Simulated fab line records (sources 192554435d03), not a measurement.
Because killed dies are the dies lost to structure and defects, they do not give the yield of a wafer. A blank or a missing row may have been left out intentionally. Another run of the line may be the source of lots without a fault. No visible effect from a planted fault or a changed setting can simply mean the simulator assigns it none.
Matching of chambers -- flow n5Finfet -- N5_GATE_CUT_CMP_61 on cmp-04: 4 sister chambers
The step polishes, stops on SiNx, t overpolish 3 s. 8 wafers are shown with their chamber, then 12 later ones without.

## EACH WAFER AND ITS CHAMBER
wafer,chamber,motorCurrentA (A),edgeZonePressureFrac
L085.5,0,13.0,1.004
L088.1,0,13.5,1.004
L089.4,3,10.5,1.000
L090.4,1,10.5,0.998
L090.5,2,9.9,1.006
L092.1,1,11.3,0.998
L092.4,2,9.5,1.004
L092.5,3,10.0,1.002

## WAFERS WITH NO CHAMBER GIVEN
wafer,motorCurrentA (A),edgeZonePressureFrac
L094.1,10.5,1.002
L094.5,9.9,1.002
L094.6,10.4,1.000
L095.3,10.2,0.992
L095.5,9.9,0.995
L095.6,10.9,0.998
L096.1,13.0,0.995
L096.3,10.4,1.000
L096.5,12.9,0.996
L097.2,12.9,1.007
L097.4,11.1,0.997
L097.6,9.8,0.998

## WHICH CHAMBER EACH WENT THROUGH
wafer,from the rows above,in truth
L094.1,3,3
L094.5,can't be placed: 3 or 2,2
L094.6,can't be placed: 3 or 1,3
L095.3,1,1
L095.5,1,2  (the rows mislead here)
L095.6,1,1
L096.1,1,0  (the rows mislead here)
L096.3,can't be placed: 3 or 1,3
L096.5,1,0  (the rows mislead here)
L097.2,0,0
L097.4,1,1
L097.6,can't be placed: 1 or 3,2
Placed correctly: 5 of 12. From these rows, 4 cannot be placed; in 3 the true chamber is one of the candidates. Placed wrongly: 3.
How it was worked out, from the rows above alone: a wafer's distance from a chamber is the root of the sum, over the readings, of the square of ((its reading less the chamber's mean) divided by the reading's scatter). If the next closest chamber is less than 2 further off than the closest, the wafer can't be placed; otherwise it belongs to the closest. Each chamber's mean is taken over the wafers shown for it. How the scatter is found: for the shown wafers, subtract from each reading the mean of its chamber, square and add these, divide the total by (wafers less chambers), then take the root.
